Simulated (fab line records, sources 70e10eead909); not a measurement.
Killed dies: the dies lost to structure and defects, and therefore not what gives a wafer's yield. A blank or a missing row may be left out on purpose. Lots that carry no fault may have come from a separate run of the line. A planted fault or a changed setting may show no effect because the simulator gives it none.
Chamber matching | flow nand harc | 3 sister chambers for NHARC_A_SGD_CUT_DEP_00 on pecvd-01
The step deposits SiNx, target thk 50 nm. 3 wafers are shown with their chamber, then 7 later ones without.

WAFERS PAIRED WITH THEIR CHAMBERS
wafer  | chamber | heater power w (W)
L742.4 | 0       | 765
L748.2 | 2       | 821
L748.3 | 1       | 904

WAFERS WITHOUT THEIR CHAMBER
wafer  | heater power w (W)
L748.6 | 756
L752.3 | 734
L752.5 | 728
L752.6 | 840
L753.2 | 818
L753.5 | 838
L753.6 | 830

WHICH CHAMBER EACH ONE RAN IN
wafer  | from the rows above | in truth
L748.6 | 0                   | 0
L752.3 | 0                   | 0
L752.5 | 0                   | 0
L752.6 | 2                   | 2
L753.2 | 2                   | 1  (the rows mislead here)
L753.5 | 2                   | 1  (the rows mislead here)
L753.6 | 2                   | 2
Correct placement for 5 of the 7. Left unplaced by these rows: 0. Number placed wrongly: 2.
How it was worked out, from the rows above alone: a wafer's distance from a chamber is the root of the sum, over the readings, of the square of ((its reading less the chamber's mean) divided by the reading's scatter). The wafer belongs to the nearest chamber; if the next one is less than 2 further off, it can't be placed. Each chamber's mean is taken over the wafers shown for it. The scatter (one wafer shown for each chamber): square how far every hidden wafer sits from the nearest shown wafer, average those squares and take the square root.
